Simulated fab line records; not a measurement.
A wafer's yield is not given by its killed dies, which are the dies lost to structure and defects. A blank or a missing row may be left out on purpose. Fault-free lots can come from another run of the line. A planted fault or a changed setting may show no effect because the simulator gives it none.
Matching of chambers	flow nand-harc	NHARC_A_M0_PRE_CLEAN_31 on pecvd-02 has 3 sister chambers
The step time 12 s. 3 wafers are shown with their chamber, then 7 later ones without.

## WAFERS WITH THEIR CHAMBER
wafer	chamber	heater-power-w (W)
L083.2	0	685
L091.4	2	609
L094.4	1	584

## WAFERS WITHOUT THEIR CHAMBER
wafer	heater-power-w (W)
L094.5	677
L092.4	640
L092.5	671
L092.6	548
L096.1	721
L096.3	686
L096.6	727

## EACH ONE'S CHAMBER
wafer	from the rows above	in truth
L094.5	0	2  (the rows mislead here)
L092.4	can't be placed: 2 or 0 or 1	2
L092.5	can't be placed: 0 or 2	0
L092.6	can't be placed: 1 or 2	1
L096.1	0	0
L096.3	0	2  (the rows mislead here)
L096.6	0	0
Placed correctly: 2 of 7. Not placeable from these rows: 3 (in 3, the candidates include the true chamber). Number placed wrongly: 2.
How it was worked out, from the rows above alone: a wafer's distance from a chamber is the root of the sum, over the readings, of the square of ((its reading less the chamber's mean) divided by the reading's scatter). The wafer belongs to the nearest chamber; if the next one is less than 2 further off, it can't be placed. For every chamber, the mean is computed from those of its wafers that are shown. The scatter: with one shown wafer a chamber, the root of the mean of the squares of how far each hidden wafer lies from its nearest shown one.
